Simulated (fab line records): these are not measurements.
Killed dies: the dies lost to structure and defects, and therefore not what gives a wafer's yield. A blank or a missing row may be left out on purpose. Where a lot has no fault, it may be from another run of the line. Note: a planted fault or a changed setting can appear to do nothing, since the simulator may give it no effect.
Which tool was responsible? :: flow n5-finfet :: Sampling: 7 lots, 21 wafers, 5 of 1938 route steps

## WHAT EACH GAUGE READ, for each wafer
N5_MOL_CONTACT_COAG_THK_MEAS_29.
lot: L933
measured: day 5 00:41
on: film-metro-01
MD_CAP_THK (nm): 17.94 17.84 17.83

lot: L935
measured: day 5 17:16
on: film-metro-01
MD_CAP_THK (nm): 17.91 17.77 17.85

lot: L948
measured: day 10 02:17
on: film-metro-02
MD_CAP_THK (nm): 17.99 17.99 19.09

lot: L949
measured: day 10 02:58
on: film-metro-01
MD_CAP_THK (nm): 17.96 17.94 18.99

lot: L951
measured: day 10 14:55
on: film-metro-01
MD_CAP_THK (nm): 17.91 17.91 17.87

lot: L954
measured: day 12 05:40
on: film-metro-01
MD_CAP_THK (nm): 17.87 17.81 17.91

lot: L953
measured: day 12 06:02
on: film-metro-01
MD_CAP_THK (nm): 17.86 17.80 17.82

## EACH LOT AND THE TOOL THAT RAN IT (in order: tool; ch and the chambers of the sampled wafers; start)
lot: L933
N5_MOL_CONTACT_COAG_DESCUM_13: rie-diel-06 ch 1,2, day 4 15:17
N5_MOL_CONTACT_COAG_STRIP_98: rie-diel-06 ch 1,2, day 4 15:37
N5_MOL_CONTACT_COAG_SIL_ANNEAL_21: rtp-anneal-01 ch 0, day 4 18:05
N5_MOL_CONTACT_COAG_CMP_23: cmp-01 ch 0,1, day 4 21:52

lot: L935
N5_MOL_CONTACT_COAG_DESCUM_13: rie-diel-04 ch 0,1,2, day 5 08:01
N5_MOL_CONTACT_COAG_STRIP_98: rie-diel-04 ch 0,1,2, day 5 08:21
N5_MOL_CONTACT_COAG_SIL_ANNEAL_21: rtp-anneal-01 ch 0, day 5 09:27
N5_MOL_CONTACT_COAG_CMP_23: cmp-01 ch 1,2,3, day 5 14:35

lot: L948
N5_MOL_CONTACT_COAG_DESCUM_13: rie-diel-06 ch 0,2,3, day 9 19:32
N5_MOL_CONTACT_COAG_STRIP_98: rie-diel-06 ch 0,2,3, day 9 19:52
N5_MOL_CONTACT_COAG_SIL_ANNEAL_21: rtp-anneal-02 ch 0, day 9 20:54
N5_MOL_CONTACT_COAG_CMP_23: cmp-01 ch 0,3, day 9 23:10

lot: L949
N5_MOL_CONTACT_COAG_DESCUM_13: rie-diel-01 ch 0,3, day 9 19:46
N5_MOL_CONTACT_COAG_STRIP_98: rie-diel-01 ch 0,3, day 9 20:05
N5_MOL_CONTACT_COAG_SIL_ANNEAL_21: rtp-anneal-01 ch 0, day 9 21:13
N5_MOL_CONTACT_COAG_CMP_23: cmp-01 ch 0,1,3, day 9 23:31

lot: L951
N5_MOL_CONTACT_COAG_DESCUM_13: rie-diel-01 ch 0,1,3, day 10 02:35
N5_MOL_CONTACT_COAG_STRIP_98: rie-diel-01 ch 0,1,3, day 10 02:55
N5_MOL_CONTACT_COAG_SIL_ANNEAL_21: rtp-anneal-01 ch 0, day 10 06:10
N5_MOL_CONTACT_COAG_CMP_23: cmp-02 ch 1,2, day 10 12:16

lot: L954
N5_MOL_CONTACT_COAG_DESCUM_13: rie-diel-04 ch 0,2,3, day 11 17:04
N5_MOL_CONTACT_COAG_STRIP_98: rie-diel-04 ch 0,2,3, day 11 17:24
N5_MOL_CONTACT_COAG_SIL_ANNEAL_21: rtp-anneal-02 ch 0, day 11 21:25
N5_MOL_CONTACT_COAG_CMP_23: cmp-03 ch 0,1,2, day 12 01:23

lot: L953
N5_MOL_CONTACT_COAG_DESCUM_13: rie-diel-04 ch 1,2,3, day 11 18:13
N5_MOL_CONTACT_COAG_STRIP_98: rie-diel-04 ch 1,2,3, day 11 18:32
N5_MOL_CONTACT_COAG_SIL_ANNEAL_21: rtp-anneal-01 ch 0, day 11 21:34
N5_MOL_CONTACT_COAG_CMP_23: cmp-03 ch 1,3, day 12 01:52
- N5_MOL_CONTACT_COAG_DESCUM_13: chemistry O2, time 7 s.
- N5_MOL_CONTACT_COAG_STRIP_98: strips in N2/H2.
- N5_MOL_CONTACT_COAG_SIL_ANNEAL_21: time 60 s.
- N5_MOL_CONTACT_COAG_CMP_23: polishes, stops on SiO2, t overpolish 1.5 s, target thk 0 nm.

## THE ANSWER, worked out from the rows above alone
Rule: what is usual is taken from the lots themselves. The widest of any qualifying gaps counts: lots, ordered by their means at a reading, are off when they make up no more than a third of the lots, leave a main group of 4 or more, and stand apart from it by 3 or more times the standard deviation of that group's means. A main group is skipped when, at the precision printed for the reading in the tables above, its means are all equal. Also off: a lot with no number at a reading for which 4 or more lots have one. Any other lot the step has rows for is counted as sound.
Off: at N5_MOL_CONTACT_COAG_THK_MEAS_29 (MD_CAP_THK), L948, L949. The main group has a mean of 17.86 nm with a standard deviation of 0.024.
A tool fits if, at a process step before that reading, it ran every lot that is off, and no sound lot after the first of them. The gauges at N5_MOL_CONTACT_COAG_THK_MEAS_29 are tried like those tools. One candidate fits, namely cmp-01 at N5_MOL_CONTACT_COAG_CMP_23. A fault onset in the window from L935 (day 5 14:35, its last sound lot) to L948 (day 9 23:10, its first lot off) fits.

## WHAT THE SIMULATOR PUT IN
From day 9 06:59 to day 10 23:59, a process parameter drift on cmp-01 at N5_MOL_CONTACT_COAG_CMP_23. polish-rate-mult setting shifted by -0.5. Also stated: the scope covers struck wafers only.
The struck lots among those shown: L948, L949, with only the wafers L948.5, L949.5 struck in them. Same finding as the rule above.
